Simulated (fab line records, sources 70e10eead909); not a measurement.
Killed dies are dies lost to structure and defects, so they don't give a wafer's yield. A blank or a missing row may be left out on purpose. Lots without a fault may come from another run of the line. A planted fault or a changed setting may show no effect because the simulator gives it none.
Which tool did it? | flow nand_harc | 6 lots, 18 wafers sampled, at 5 steps of a route of 1302

WHAT THE GAUGES READ, wafer by wafer
NHARC_END_SORT_01.
lot  | measured     | on        | killed_at_periphery
L722 | day 25 07:30 | prober-01 | 6 3 3
L724 | day 27 04:47 | prober-01 | 4 3 5
L732 | day 30 02:23 | prober-02 | 12 10 10
L734 | day 31 07:17 | prober-01 | 1 8 1
L738 | day 32 18:28 | prober-01 | 3 2 5
L742 | day 33 12:59 | prober-01 | 5 5 2

WHICH TOOL RAN EACH LOT (tool, then ch and the chambers of the sampled wafers, then the start)
lot  | NHARC_A_STAIRCASE_HM_OPEN_460                 | NHARC_A_STAIRCASE_ETCH_294                    | NHARC_A_STAIRCASE_EXPOSE_307      | NHARC_A_STAIRCASE_ETCH_313
L722 | rie_diel-12 ch 0,2,3, day 18 01:16 or earlier | rie_diel-12 ch 0,2, day 18 01:16 or earlier   | krf_scanner-02 ch 0, day 18 01:16 | rie_diel-03 ch 0,2, day 18 01:43
L724 | rie_diel-03 ch 0,3, day 19 17:38 or earlier   | rie_diel-03 ch 0,1, day 19 17:38 or earlier   | krf_scanner-01 ch 0, day 19 17:38 | rie_diel-13 ch 2,3, day 19 18:08
L732 | rie_diel-13 ch 0,3, day 22 15:39 or earlier   | rie_diel-13 ch 1,2, day 22 15:39 or earlier   | krf_scanner-01 ch 0, day 22 15:39 | rie_diel-03 ch 0,3, day 22 16:10
L734 | rie_diel-03 ch 0,1, day 23 19:47 or earlier   | rie_diel-03 ch 2,3, day 23 19:47 or earlier   | krf_scanner-02 ch 0, day 23 19:47 | rie_diel-03 ch 2,3, day 23 20:17
L738 | rie_diel-12 ch 0,3, day 25 04:19 or earlier   | rie_diel-12 ch 0,1,2, day 25 04:19 or earlier | krf_scanner-02 ch 0, day 25 04:19 | rie_diel-03 ch 1,2, day 25 04:50
L742 | rie_diel-13 ch 2,3, day 26 06:52 or earlier   | rie_diel-13 ch 0,1,3, day 26 06:52 or earlier | krf_scanner-03 ch 0, day 26 06:52 | rie_diel-03 ch 0,2,3, day 26 07:19
- NHARC_A_STAIRCASE_HM_OPEN_460: chemistry O2/COS.
- NHARC_A_STAIRCASE_ETCH_294: etches the open film in C4F8/O2/Ar, target depth 4989 nm, time 1211.6 s.
- NHARC_A_STAIRCASE_EXPOSE_307: exposes mask CHOP 50.
- NHARC_A_STAIRCASE_ETCH_313: etches the open film in CF4/CHF3.

THE ANSWER, worked out from the rows above alone
Rule: what is usual is taken from the lots themselves. Put in order of their means at a reading, lots are off if they are a third of the lots or fewer, leave a main group of 4 or more, and stand apart from it by a gap of 3 or more times the standard deviation of the main group's means; of several such gaps the widest counts. A main group whose means are all the same, to the digits that the tables above print for the reading, isn't used. A lot without any number at a reading at which 4 lots or more have one is off too. The other lots that the step has rows for count as sound.
Off: L732, at NHARC_END_SORT_01 (killed_at_periphery). The main group: mean 4, standard deviation 0.33.
A tool fits if, at a process step before that reading, it ran every lot that is off, and no sound lot after the first of them. The gauges at NHARC_END_SORT_01 are tried like those tools. NHARC_A_STAIRCASE_HM_OPEN_460 gives no start for some lots, so the hours and the order of its lots are those of NHARC_A_STAIRCASE_EXPOSE_307. NHARC_A_STAIRCASE_ETCH_294 gives no start for some lots, so the hours and the order of its lots are those of NHARC_A_STAIRCASE_EXPOSE_307. Can't be told from this: 2 tools fit, krf_scanner-01 at NHARC_A_STAIRCASE_EXPOSE_307, prober-02 at NHARC_END_SORT_01.

WHAT THE SIMULATOR HAD PUT IN
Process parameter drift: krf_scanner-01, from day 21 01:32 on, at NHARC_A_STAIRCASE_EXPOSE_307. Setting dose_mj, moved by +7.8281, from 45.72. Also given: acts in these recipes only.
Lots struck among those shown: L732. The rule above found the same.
